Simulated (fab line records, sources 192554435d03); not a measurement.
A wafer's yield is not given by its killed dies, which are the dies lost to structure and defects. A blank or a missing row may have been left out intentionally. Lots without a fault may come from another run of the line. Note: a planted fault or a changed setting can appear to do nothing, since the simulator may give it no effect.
Chamber matching + flow n5-finfet + 4 sister chambers for N5_BEOL_M15_ETCH_57 on rie-diel-02
The step etches SOC in N2/H2, time 750 s. 4 wafers are shown with their chamber, then 10 later ones without.

== EACH WAFER AND ITS CHAMBER ==
| wafer  | chamber | drypump-motor-current-A (A) |
|--------|---------|-----------------------------|
| L082.1 | 2       | 6.5                         |
| L084.4 | 3       | 5.6                         |
| L088.4 | 0       | 5.1                         |
| L091.4 | 1       | 5.8                         |

== WAFERS WITH NO CHAMBER GIVEN ==
| wafer  | drypump-motor-current-A (A) |
|--------|-----------------------------|
| L091.5 | 5.8                         |
| L092.1 | 5.8                         |
| L092.2 | 5.6                         |
| L092.5 | 6.4                         |
| L093.3 | 5.6                         |
| L093.4 | 5.1                         |
| L093.6 | 5.1                         |
| L096.3 | 5.1                         |
| L096.5 | 5.6                         |
| L096.6 | 6.5                         |

== WHICH CHAMBER EACH WENT THROUGH ==
| wafer  | from the rows above | in truth |
|--------|---------------------|----------|
| L091.5 | 1                   | 1        |
| L092.1 | 1                   | 1        |
| L092.2 | 3                   | 3        |
| L092.5 | 2                   | 2        |
| L093.3 | 3                   | 3        |
| L093.4 | 0                   | 0        |
| L093.6 | 0                   | 0        |
| L096.3 | 0                   | 0        |
| L096.5 | 3                   | 3        |
| L096.6 | 2                   | 2        |
10 of 10 placed correctly. Left unplaced by these rows: 0. Placed wrongly: 0.
How it was worked out, from the rows above alone: a wafer's distance from a chamber is the root of the sum, over the readings, of the square of ((its reading less the chamber's mean) divided by the reading's scatter). If the next closest chamber is less than 2 further off than the closest, the wafer can't be placed; otherwise it belongs to the closest. A chamber's mean is the mean of its shown wafers. The scatter: with one shown wafer a chamber, the root of the mean of the squares of how far each hidden wafer lies from its nearest shown one.
